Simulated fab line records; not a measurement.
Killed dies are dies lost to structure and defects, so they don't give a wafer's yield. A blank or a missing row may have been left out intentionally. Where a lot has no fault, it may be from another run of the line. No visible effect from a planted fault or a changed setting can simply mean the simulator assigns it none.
Matching of chambers	flow n5-finfet	ald-sin-01 running N5_BEOL_M2_ALD_98: 4 sister chambers
The step deposits SiO2, target thk 2.5 nm, pulse time 1 s, co reactant pulse time 1 s. 16 wafers are shown with their chamber, then 8 later ones without.

## WAFERS WITH THEIR CHAMBER
wafer	chamber	heater-power-w (W)	precursor-pulse-height-rel
L074.2	0	80	0.974
L074.4	3	89	0.997
L074.6	3	89	1.007
L076.3	1	71	1.007
L076.5	1	72	1.002
L076.6	2	82	0.980
L087.1	1	72	0.990
L087.3	2	80	0.998
L087.6	2	81	1.001
L091.3	2	82	1.005
L091.5	3	90	0.961
L091.6	0	83	0.998
L092.2	1	71	1.001
L092.3	2	77	0.990
L092.6	0	82	1.001
L096.1	2	80	1.020

SIGNATURES (averages over the wafers above)
reading	chamber 0	chamber 1	chamber 2	chamber 3	scatter within a chamber
heater-power-w	81.67	71.50	80.33	89.33	1.4
precursor-pulse-height-rel	0.99100	1.00000	0.99900	0.98833	0.015
Rule: a wafer's distance from a chamber is the root of the sum, over the readings, of the square of ((its reading less the chamber's mean) divided by the reading's scatter). The wafer belongs to the nearest chamber; if the next one is less than 2 further off, it can't be placed. The scatter: take each reading less its chamber's mean, square it, sum over the shown wafers, divide by the number of wafers less the number of chambers, and take the root.

## WAFERS MISSING THEIR CHAMBER
wafer	heater-power-w (W)	precursor-pulse-height-rel
L096.2	88	1.009
L096.3	83	1.007
L096.4	72	0.989
L096.5	90	1.030
L096.6	79	1.012
L097.2	80	0.990
L097.3	71	0.997
L097.5	81	0.978

## WHICH CHAMBER EACH WENT THROUGH
wafer	from the rows above	in truth
L096.2	3	3
L096.3	can't be placed: 0 or 2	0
L096.4	1	1
L096.5	3	3
L096.6	can't be placed: 2 or 0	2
L097.2	can't be placed: 2 or 0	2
L097.3	1	1
L097.5	can't be placed: 0 or 2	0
4 of 8 placed correctly. These rows do not allow placing 4 (true chamber among the candidates in 4). Wrongly placed: 0.
